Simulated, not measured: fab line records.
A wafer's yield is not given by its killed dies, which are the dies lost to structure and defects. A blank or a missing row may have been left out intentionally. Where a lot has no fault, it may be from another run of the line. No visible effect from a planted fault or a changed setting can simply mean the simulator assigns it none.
Chamber matching / flow n5_finfet / 4 sister chambers for N5_DUMMY_GATE_ETCH_32 on rie_si-03
The step etches SiO2 in CF4, target depth 3.5 nm, time 3.9 s. 8 wafers are shown with their chamber, then 8 later ones without.

WAFERS WITH THEIR CHAMBER
wafer=L083.2; chamber=3; drypump_motor_current_A (A)=6.4; throttle_valve_pct (%)=21.86
wafer=L083.6; chamber=2; drypump_motor_current_A (A)=5.7; throttle_valve_pct (%)=21.23
wafer=L090.1; chamber=3; drypump_motor_current_A (A)=6.4; throttle_valve_pct (%)=21.85
wafer=L090.2; chamber=1; drypump_motor_current_A (A)=6.6; throttle_valve_pct (%)=21.44
wafer=L091.3; chamber=2; drypump_motor_current_A (A)=5.7; throttle_valve_pct (%)=21.26
wafer=L091.4; chamber=1; drypump_motor_current_A (A)=6.5; throttle_valve_pct (%)=21.44
wafer=L091.6; chamber=0; drypump_motor_current_A (A)=4.9; throttle_valve_pct (%)=21.86
wafer=L093.1; chamber=0; drypump_motor_current_A (A)=4.9; throttle_valve_pct (%)=21.87

WAFERS WITHOUT THEIR CHAMBER
wafer=L093.4; drypump_motor_current_A (A)=6.5; throttle_valve_pct (%)=21.42
wafer=L093.6; drypump_motor_current_A (A)=6.6; throttle_valve_pct (%)=21.42
wafer=L095.1; drypump_motor_current_A (A)=6.4; throttle_valve_pct (%)=21.85
wafer=L095.2; drypump_motor_current_A (A)=6.6; throttle_valve_pct (%)=21.42
wafer=L095.3; drypump_motor_current_A (A)=4.9; throttle_valve_pct (%)=21.86
wafer=L097.1; drypump_motor_current_A (A)=4.9; throttle_valve_pct (%)=21.85
wafer=L097.3; drypump_motor_current_A (A)=6.4; throttle_valve_pct (%)=21.85
wafer=L097.6; drypump_motor_current_A (A)=5.7; throttle_valve_pct (%)=21.25

WHICH CHAMBER EACH WENT THROUGH
wafer=L093.4; from the rows above=1; in truth=1
wafer=L093.6; from the rows above=1; in truth=1
wafer=L095.1; from the rows above=3; in truth=3
wafer=L095.2; from the rows above=1; in truth=1
wafer=L095.3; from the rows above=0; in truth=0
wafer=L097.1; from the rows above=0; in truth=0
wafer=L097.3; from the rows above=3; in truth=3
wafer=L097.6; from the rows above=2; in truth=2
8 of 8 placed correctly. Not placeable from these rows: 0. Wrongly placed: 0.
How it was worked out, from the rows above alone: a wafer's distance from a chamber is the root of the sum, over the readings, of the square of ((its reading less the chamber's mean) divided by the reading's scatter). The wafer belongs to the nearest chamber; if the next one is less than 2 further off, it can't be placed. A chamber's mean is the mean of its shown wafers. The scatter: take each reading less its chamber's mean, square it, sum over the shown wafers, divide by the number of wafers less the number of chambers, and take the root.
